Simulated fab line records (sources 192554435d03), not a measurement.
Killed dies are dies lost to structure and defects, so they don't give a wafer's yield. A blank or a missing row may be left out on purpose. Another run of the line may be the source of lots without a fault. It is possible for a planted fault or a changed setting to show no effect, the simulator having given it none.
Split-lot study ; flow n5Finfet ; 21 wafers read from 7 lots, route of 1938 steps

== THE SPLIT ITSELF ==
At N5_DUMMY_GATE_EXPOSE_12 (exposes mask GATE, target cd 25 nm), the setting doseMj was moved away from the recipe's 34 on 8 of the 21 wafers read, by -6.1% to +7.1%. For the rest of the wafers, this setting stayed at what the recipe calls for.

== FROM THE SPLIT TO THE READING: what the file shows between them, 2 steps ==
- N5_DUMMY_GATE_PEB_13: peb time 60 s
- N5_DUMMY_GATE_DEVELOP_14: develop time 30 s

== THE READING ==
Shown in nm: cdNm at N5_DUMMY_GATE_CD_MEAS_15, with target cd 25.8 nm. A value of 25.08 nm with a standard deviation of 0.27 nm is what fault-free wafers of this fab line usually give.

wafer;tool, chamber at the split;doseMj as run;against the recipe;cdNm, nm;against lot-mates on the recipe
L075.2;euvScanner-02, 0;32.16;-5.4%;26.35;+1.78
L075.3;euvScanner-02, 0;32.16;-5.4%;25.97;+1.40
L075.6;euvScanner-02, 0;34;recipe;24.57;-
L077.1;euvScanner-02, 0;34;recipe;25.25;-
L077.4;euvScanner-02, 0;34;recipe;24.93;-
L077.5;euvScanner-02, 0;34;recipe;25.07;-
L082.2;euvScanner-02, 0;34;recipe;25.13;-
L082.4;euvScanner-02, 0;32.17;-5.4%;26.14;+1.01
L082.5;euvScanner-02, 0;32.17;-5.4%;25.77;+0.64
L083.2;euvScanner-02, 0;34;recipe;24.86;-
L083.3;euvScanner-02, 0;34;recipe;24.94;-
L083.6;euvScanner-02, 0;36.43;+7.1%;23.66;-1.24
L088.1;euvScanner-02, 0;34;recipe;25.16;-
L088.2;euvScanner-02, 0;34;recipe;25.11;-
L088.6;euvScanner-02, 0;34;recipe;24.62;-
L089.1;euvScanner-02, 0;34;recipe;24.95;-
L089.3;euvScanner-02, 0;36.07;+6.1%;24.55;-0.57
L089.4;euvScanner-02, 0;34;recipe;25.30;-
L097.2;euvScanner-02, 0;34;recipe;24.81;-
L097.4;euvScanner-02, 0;31.91;-6.1%;26.15;+1.34
L097.5;euvScanner-02, 0;31.91;-6.1%;25.96;+1.15

FIT RESULTS
A straight line over all 21 wafers: cdNm changes by -0.169 nm for each +1% of doseMj; r = -0.93; the points scatter about the line by 0.25 nm.
The same after taking each lot's own level away (the mean of its wafers on the recipe; 21 wafers): -0.186 nm for each +1%; r = -0.93; scatter 0.27 nm.
That fit puts the effect of the largest move of doseMj on the reading at 1.3 nm.
Measured against the standard deviation above, the lots' own levels, which go from 24.570 to 25.130 nm, span 2.1 times it.
The two slopes are in agreement: the lot-to-lot level therefore moves the slope only a little.
Check: -1.25 nm against its lot-mates is what the line predicts for one of the wafers moved furthest among these (+7.1%) when that wafer is left out of the fit. It came out at -1.24 nm against them.

== THESE WAFERS: OTHER SPLITS ==
Other splits were also applied to these wafers ahead of the reading. Each is held against what the fit with the lots' levels taken away leaves over:
other split on the same wafers;wafers away from the commonest value;r with cdNm (lot level and that fit taken away)
N5_WELL_APT_EXPOSE_22 doseMj;11;-0.16
N5_WELL_APT_PEB_23 pebTempC;7;+0.19
N5_FIN_SAQP_PECVD_06 timeS;8;+0.30
N5_FIN_SAQP_EXPOSE_13 doseMj;8;-0.01
N5_FIN_SAQP_ETCH_65 timeS;5;-0.02
N5_DUMMY_GATE_HM_DEP_06 timeS;15;+0.42

== THE WHOLE CHAIN: every reading that the file lists as answering this split, in the file's order ==
step;what it does;reading;change (the file's fit);r (the file's)
N5_DUMMY_GATE_CD_MEAS_15;target cd 25.8 nm;cdNm;-0.18 nm for each +1% of the setting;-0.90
N5_DUMMY_GATE_TRIM_49;chemistry O2, time 29 s, target cd 14 nm;DUMMY_GATE.cdNm (the simulator's own value, which no gauge read);-0.163 nm for each +1% of the setting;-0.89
N5_DUMMY_GATE_ETCH_44;etches poly-Si in HBr/O2, stops on SiO2, target depth 127.5 nm;DUMMY_GATE.cdNm (the simulator's own value, which no gauge read);-0.148 nm for each +1% of the setting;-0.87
N5_DUMMY_GATE_ETCH_42;etches SiO2 in CHF3/O2, target depth 3.5 nm, time 31 s;DUMMY_GATE.cdNm (the simulator's own value, which no gauge read);-0.139 nm for each +1% of the setting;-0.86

== FILE'S OWN FIT ==
cdNm changes by -0.18 nm for each +1% of doseMj, r = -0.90.
